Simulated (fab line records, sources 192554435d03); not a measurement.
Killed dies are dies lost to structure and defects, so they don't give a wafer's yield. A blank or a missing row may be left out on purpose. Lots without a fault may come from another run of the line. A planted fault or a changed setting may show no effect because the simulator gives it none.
fab line records | flow n5_finfet
record lots=11 wafers=29 last_day=17
route steps=1938 shown BEOL_M0@717 BEOL_M1@768 BEOL_M4@1111
lots that met no fault: from a run of the same line without faults
start_h: hours from the record's first day to the start of the lot's first wafer shown | wait_h: hours since the lot's step before | " the same as in the row above | L1.1+2: a row that stands for several wafers | - no value, or no start given | * or withheld: withheld | < > ~ a bound
route shown NAME@n: a module of which the file shows steps, and the number in the route of the first | usual: mean/standard deviation of fault-free wafers | same: alike in all rows | chamber/n: place in a boat | sites: the reading at each site | _std_site: their standard deviation | _edge_site: outer sites' mean less inner sites' | radius_mm: how far each site lies from the wafer's centre | mask NAME#n: copy n | behind: the tool/chamber that last shaped the wafer | hold: why the lot was held/for how many hours/how that ended | device: the transistor (n, p or np) that didn't switch | end of line: the same wafers' tests at the end of the route | a step without rows: its recipe alone | killed: dies lost to structure and defects at the first sort, not the wafer's yield | map: a wafer's dies, x killed, . not, _ none there
set.NAME: the setting as run; set.NAME@STEP: as run at that earlier step | model.NAME: the simulator's own value behind a step, which no gauge read
steps of the route over a sample of lots; a table a step, a row a wafer
services: from which hour (start_h, from the record's first day; less than 0 if before it) a tool's chamber was out of use, for how many hours, and why
## steps
# step N5_BEOL_M0_STRIP_140
# recipe chemistry=CF4 resist=SiARC power_w=300 bias_power_w=75 pressure_mtorr=50 cf4_flow_sccm=150 rf_frequency_hz=6e+07
# usual bias_power_w=75.02/0.21 drypump_motor_current_A=5.5/0.52 oes_product_au=0.80/0.1 rf_vpp_V=271.2/1.5 showerhead_plenum_p_Torr=1.80/0.036 throttle_valve_pct=13.60/0.3
# columns lot.wafer tool chamber start_h wait_h bias_power_w drypump_motor_current_A oes_product_au rf_hours_counter_h rf_vpp_V showerhead_plenum_p_Torr throttle_valve_pct
L199.2 rie_diel-03 3 126.01 0.2 75.17 5.5 0.71 219 270.6 1.86 13.96
L199.5 " 1 " " 74.83 5.9 0.67 - 267.1 1.75 13.89
L199.6 " 3 " " 75.14 5.5 0.70 - 271.7 1.86 13.94
L198.1 rie_diel-06 3 144.45 0.3 74.88 4.8 0.70 194 271.5 1.84 13.77
L198.3 " 0 " " 75.22 5.2 0.91 20 271.1 1.84 13.18
L198.5 " 3 " " 74.96 4.8 0.70 - 273.6 1.84 13.76
L206.2 rie_diel-06 3 170.03 0.2 75.58 4.8 0.69 204 272.8 1.83 13.78
L206.4 " 3 " " 75.15 4.8 0.70 - 271.9 1.83 13.78
L206.5 " 0 " " 74.79 5.2 0.88 - 269.9 1.83 13.22
L207.1 rie_diel-06 1 176.80 0.2 75.18 5.9 0.67 231 271.5 1.77 13.99
L207.3 " 3 " " 75.20 4.8 0.69 208 273.1 1.83 13.79
L207.4 " 3 " " 75.07 4.8 0.69 - 271.1 1.83 13.81
L210.4 rie_diel-06 0 193.95 0.1 75.15 5.2 0.87 42 270.9 1.83 13.24
L210.5 " 2 " " 74.69 4.7 0.95 - 271.0 1.78 13.51
L214.3 rie_diel-03 1 214.04 0.1 75.10 5.9 0.88 26 269.9 1.74 13.34
L214.5 " 2 " " 74.85 5.8 0.86 - 271.7 1.80 13.18
L216.2 rie_diel-06 0 220.31 0.3 74.94 5.3 0.85 51 271.6 1.83 13.24
L216.4 " 1 " " 74.89 5.9 0.66 248 271.2 1.77 14.02
L216.5 " 0 " " 75.18 5.2 0.85 - 273.1 1.83 13.26
L218.2 rie_diel-03 0 234.91 0.3 75.57 6.2 0.91 21 271.6 1.78 13.63
L218.3 " 3 " " 74.85 5.5 0.93 6 271.8 1.85 13.46
L220.1 rie_diel-06 0 247.14 0.1 75.26 5.2 0.85 56 270.5 1.83 13.28
L220.4 " 0 " " 75.22 5.2 0.85 - 271.0 1.83 13.25
L220.6 " 2 " " 74.54 4.7 0.88 - 269.3 1.78 13.51
L219.2 rie_diel-06 0 247.32 0.2 75.09 5.3 0.85 56 272.3 1.83 13.26
L219.4 " 3 " " 75.08 4.8 0.68 - 270.5 1.82 13.86
L219.5 " 2 " " 75.00 4.7 0.90 - 271.6 1.78 13.52
L221.4 rie_diel-03 2 253.59 0.3 74.72 5.8 0.85 70 270.8 1.80 13.22
L221.6 " 1 " " 75.04 5.9 0.85 - 268.4 1.74 13.43
# step N5_BEOL_M0_OCD_MEAS_108
# usual trench_depth_nm=32.6/0.88
# columns lot.wafer tool chamber start_h wait_h trench_depth_nm
L199.2 ocd-01 - 126.84 0.1 31.4
L199.5 " - " " 33.1
L199.6 " - " " 31.7
L198.1 ocd-02 - 144.75 0.1 32.8
L198.3 " - " " 31.0
L198.5 " - " " 31.2
L206.2 ocd-02 - 170.47 0.1 33.3
L206.4 " - " " 33.6
L206.5 " - " " 33.7
L207.1 ocd-02 - 177.33 0.1 32.3
L207.3 " - " " 31.7
L207.4 " - " " 32.3
L210.4 ocd-01 - 194.25 0.1 33.4
L210.5 " - " " 32.8
L214.3 ocd-02 - 214.34 0.1 33.2
L214.5 " - " " 32.4
L216.2 ocd-01 - 220.66 0.1 33.6
L216.4 " - " " 34.2
L216.5 " - " " 34.0
L218.2 ocd-02 - 235.96 0.1 32.3
L218.3 " - " " 33.6
L220.1 ocd-01 - 247.63 0.1 32.4
L220.4 " - " " 32.6
L220.6 " - " " 33.2
L219.2 ocd-02 - 247.78 0.1 33.2
L219.4 " - " " 31.2
L219.5 " - " " 31.1
L221.4 ocd-01 - 253.92 0.0 32.9
L221.6 " - " " 32.7
# step N5_BEOL_M0_ANNEAL_133
# recipe temp_c=400 time_s=60 ambient=vacuum
# usual heater_power_w=817/79 susceptor_temp_C_max=401.0/0.46
# columns lot.wafer tool chamber start_h wait_h heater_power_w susceptor_temp_C_max
L199.2 pvd_sputter-03 - 128.42 0.0 676 401.1
L199.5 " - " " 877 401.9
L199.6 " - " " 659 401.0
L198.1 pvd_sputter-02 - 147.45 0.0 897 400.9
L198.3 " - " " 807 400.8
L198.5 " - " " 857 400.3
L206.2 pvd_sputter-03 - 172.31 0.0 847 400.9
L206.4 " - " " 849 401.5
L206.5 " - " " 879 402.4
L207.1 pvd_sputter-03 - 180.53 0.0 918 401.8
L207.3 " - " " 682 400.6
L207.4 " - " " 865 401.0
L210.4 pvd_sputter-01 - 198.31 0.0 854 400.6
L210.5 " - " " 868 401.2
L214.3 pvd_sputter-03 - 217.61 0.0 884 401.7
L214.5 " - " " 889 401.7
L216.2 pvd_sputter-03 - 223.81 0.0 673 400.9
L216.4 " - " " 830 400.9
L216.5 " - " " 832 400.9
L218.2 pvd_sputter-01 - 238.03 0.0 892 400.6
L218.3 " - " " 838 400.5
L220.1 pvd_sputter-03 - 248.91 0.0 846 401.1
L220.4 " - " " 858 401.0
L220.6 " - " " 827 401.3
L219.2 pvd_sputter-03 - 249.39 0.0 838 400.7
L219.4 " - " " 917 402.1
L219.5 " - " " 826 401.2
L221.4 pvd_sputter-01 - 256.70 0.0 675 400.9
L221.6 " - " " 669 401.5
# step N5_BEOL_M1_ETCH_74
# recipe chemistry=N2/H2 target=underlayer target_depth_a=65 mask_material=CAR-EUV time_s=5.2 ion_energy_ev=200 pressure_mtorr=30 source_w=840 bias_w=150 n2_flow_sccm=200 h2_flow_sccm=200 ends=cleared
# usual drypump_motor_current_A=5.9/0.56 etch_rf_on_time_s=5.24/0.18 oes_product_au=0.68/0.068 rf_vpp_V=523.9/2.4 showerhead_plenum_p_Torr=2.54/0.08 throttle_valve_pct=17.78/0.24
# columns lot.wafer tool chamber start_h wait_h drypump_motor_current_A etch_rf_on_time_s oes_product_au rf_hours_counter_h rf_vpp_V showerhead_plenum_p_Torr throttle_valve_pct
L199.2 rie_diel-01 2 131.48 0.0 6.8 5.11 0.68 110 520.6 2.48 17.61
L199.5 " 1 " " 6.4 5.43 0.75 - 525.8 2.58 17.83
L199.6 " 2 " " 6.8 5.03 0.69 - 521.2 2.48 17.61
L198.1 rie_diel-01 1 150.03 0.0 6.4 5.42 0.75 33 526.6 2.58 17.85
L198.3 " 3 " " 6.3 5.38 0.63 171 523.6 2.51 17.36
L198.5 " 0 " " 5.1 4.98 0.78 - 522.8 2.49 17.56
L206.2 rie_diel-01 2 174.89 0.0 6.8 3.41 0.86 124 520.9 2.47 17.66
L206.4 " 1 " " 6.3 5.32 0.74 41 524.2 2.57 17.85
L206.5 " 2 " " 6.8 3.43 0.85 - 521.0 2.47 17.71
L207.1 rie_diel-01 3 182.91 0.0 6.3 5.43 0.62 180 520.8 2.50 17.37
L207.3 " 1 " " 6.4 3.66 0.93 43 524.8 2.57 17.91
L207.4 " 0 " " 5.1 5.02 0.75 37 520.0 2.48 17.59
L210.4 rie_diel-02 1 203.16 0.0 5.4 5.16 0.64 169 524.2 2.54 17.83
L210.5 " 1 " " 5.3 5.13 0.64 - 523.5 2.54 17.78
L214.3 rie_diel-04 1 221.05 0.0 5.0 4.99 0.75 46 527.9 2.61 17.99
L214.5 " 2 " " 5.7 5.50 0.62 - 519.6 2.43 17.73
L216.2 rie_diel-02 3 227.54 0.0 6.0 5.38 0.59 193 524.9 2.51 18.17
L216.4 " 2 " " 6.2 5.08 0.75 33 528.4 2.68 17.58
L216.5 " 0 " " 5.6 5.36 0.78 - 525.6 2.63 18.00
L218.2 rie_diel-02 3 241.80 0.0 6.0 5.35 0.59 197 523.7 2.51 18.18
L218.3 " 2 " " 6.2 5.11 0.74 38 528.4 2.68 17.59
L220.1 rie_diel-01 3 254.11 0.0 6.3 5.41 0.61 202 522.6 2.49 17.41
L220.4 " 1 " " 6.3 5.38 0.70 65 522.0 2.56 17.91
L220.6 " 0 " " 5.1 4.98 0.73 - 519.7 2.47 17.62
L219.2 rie_diel-04 1 254.47 0.0 5.0 5.02 0.74 53 523.0 2.61 18.01
L219.4 " 0 " " 6.1 5.51 0.61 195 526.4 2.64 18.13
L219.5 " 0 " " 6.1 5.44 0.61 - 525.2 2.64 18.17
L221.4 rie_diel-04 0 259.17 0.0 6.1 5.51 0.60 197 526.5 2.64 18.18
L221.6 " 0 " " 6.1 5.56 0.60 - 524.8 2.64 18.14
# step N5_BEOL_M4_RC_MEAS_101
# usual DIBL_N=36.9/2.1 DIBL_P=37.1/2.5 IOFF_N=0.17/0.039 IOFF_P=0.23/0.043 ION_N=673/15 ION_P=462/9.1 SS_N=71.8/0.69 SS_P=73.6/0.74 VT_N=250/3.6 VT_P=-249.7/2.9
# columns lot.wafer tool chamber start_h wait_h DIBL_N[mV/V] DIBL_P[mV/V] IOFF_N[nA/um] IOFF_P[nA/um] ION_N[uA/um] ION_P[uA/um] SS_N[mV/dec] SS_P[mV/dec] VT_N[mV] VT_P[mV]
L199.2 prober-02 0 177.83 0.2 35.1 37.0 0.16 0.24 691 474 71.2 74.0 251 -247.6
L199.5 " 0 " " 36.0 36.9 0.15 0.23 666 459 71.7 73.6 253 -248.0
L199.6 " 0 " " 34.3 35.4 0.14 0.20 674 464 71.2 73.3 249 -248.0
L198.1 prober-01 0 185.58 0.0 37.9 37.0 0.18 0.19 674 447 71.8 73.2 248 -249.9
L198.3 " 0 " " 39.5 40.3 0.22 0.23 687 456 71.9 74.3 247 -250.1
L198.5 " 0 " " 37.5 36.5 0.16 0.17 664 444 72.2 73.8 253 -252.8
L206.2 prober-02 0 218.58 0.2 34.7 36.2 0.14 0.21 661 459 71.6 73.8 252 -247.3
L206.4 " 0 " " 37.2 38.4 0.19 0.25 668 466 72.7 74.6 249 -244.8
L206.5 " 0 " " 37.1 38.8 0.19 0.27 674 463 72.2 73.9 245 -245.1
L207.1 prober-01 0 224.72 0.0 43.2 41.7 0.28 0.34 689 465 73.0 75.6 243 -247.7
L207.3 " 0 " " 38.0 35.4 0.17 0.21 659 447 71.8 73.8 251 -252.2
L207.4 " 0 " " 35.8 34.8 0.14 0.21 682 467 70.4 73.4 250 -249.3
L210.4 prober-02 0 242.76 0.5 37.6 40.2 0.22 0.29 682 468 72.4 73.5 249 -247.1
L210.5 " 0 " " 35.9 36.7 0.16 0.21 663 455 72.2 73.3 254 -252.4
L214.3 prober-01 0 272.69 0.3 38.7 39.0 0.19 0.24 689 465 72.4 72.8 246 -249.5
L214.5 " 0 " " 40.3 41.2 0.20 0.27 695 474 72.6 73.8 246 -246.3
L216.2 prober-01 0 279.56 0.2 34.4 34.4 0.12 0.16 665 450 71.6 73.0 254 -251.9
L216.4 " 0 " " 37.2 37.1 0.17 0.19 671 457 71.5 73.6 249 -252.1
L216.5 " 0 " " 38.1 38.7 0.19 0.22 687 462 71.6 73.9 246 -250.4
L218.2 prober-02 0 284.01 0.2 35.4 36.7 0.15 0.21 682 469 71.2 73.3 250 -251.0
L218.3 " 0 " " 37.2 37.4 0.17 0.22 679 463 71.5 74.3 250 -249.4
L219.2 prober-01 0 299.57 0.2 35.2 35.2 0.16 0.24 658 459 71.6 73.2 249 -246.8
L219.4 " 0 " " 33.2 32.6 0.13 0.19 666 464 71.5 72.3 252 -248.8
L219.5 " 0 " " 35.0 34.3 0.17 0.21 649 453 72.1 72.9 250 -248.8
L220.1 prober-02 0 302.10 0.0 37.3 35.9 0.17 0.21 681 462 72.1 73.4 248 -250.6
L220.4 " 0 " " 33.3 32.1 0.11 0.15 664 455 70.4 72.4 254 -254.1
L220.6 " 0 " " 37.4 37.0 0.19 0.23 700 474 71.9 73.5 245 -250.7
L221.4 prober-01 0 302.64 0.5 34.0 35.0 0.15 0.20 686 473 71.6 73.2 247 -249.2
L221.6 " 0 " " 39.7 42.6 0.27 0.35 712 485 73.2 75.6 242 -245.4
## services
# columns tool chamber start_h hours kind
rie_diel-04 2 114.20 1.9 repair
rie_diel-06 - 119.48 4.4 repair
rie_diel-06 0 124.63 1.7 repair
rie_diel-03 1 130.75 - clean
rie_diel-03 1 130.75 - consumable_replace:focus_ring
rie_diel-03 1 130.75 17.5 scheduled_down
rie_diel-03 1 130.75 17.5 vent_cycle
rie_diel-04 - 131.63 0.8 repair
rie_diel-04 0 132.51 11.9 repair
rie_diel-02 1 156.55 15.9 repair
rie_diel-03 - 158.24 0.4 repair
rie_diel-01 3 165.35 3.0 repair
rie_diel-06 2 168.19 - clean
rie_diel-06 2 168.19 - consumable_replace:focus_ring
rie_diel-06 2 168.19 20.0 scheduled_down
rie_diel-06 2 168.19 20.0 vent_cycle
rie_diel-03 3 168.79 4.2 repair
rie_diel-03 0 218.61 7.7 repair
rie_diel-01 2 220.07 16.1 repair
rie_diel-06 - 223.44 14.6 pm
rie_diel-06 1 242.74 - clean
rie_diel-06 1 242.74 - consumable_replace:focus_ring
rie_diel-06 1 242.74 21.2 scheduled_down
rie_diel-06 1 242.74 21.2 vent_cycle
## key
first_sign step=N5_BEOL_M1_ETCH_74 reading=etch_rf_on_time_s direction=down sigmas=9.6 usual=* struck=*
effect step=N5_BEOL_M1_ETCH_74 reading=oes_product_au direction=up sigmas=2.8 usual=0.68 struck=0.88
met_at N5_BEOL_M1_ETCH_74
struck_lots L206,L207
struck_wafers L206.2,L206.5,L207.3
not_acting_at N5_BEOL_M0_STRIP_140,N5_BEOL_M0_OCD_MEAS_108,N5_BEOL_M0_ANNEAL_133
onset_between 150.03 174.89
fault kind=process_parameter_drift tool=rie_diel-01 chamber=- onset_h=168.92 steps=N5_BEOL_M1_ETCH_74 channel=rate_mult offset=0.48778 shape=step end_h=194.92 scope=struck_wafers_only
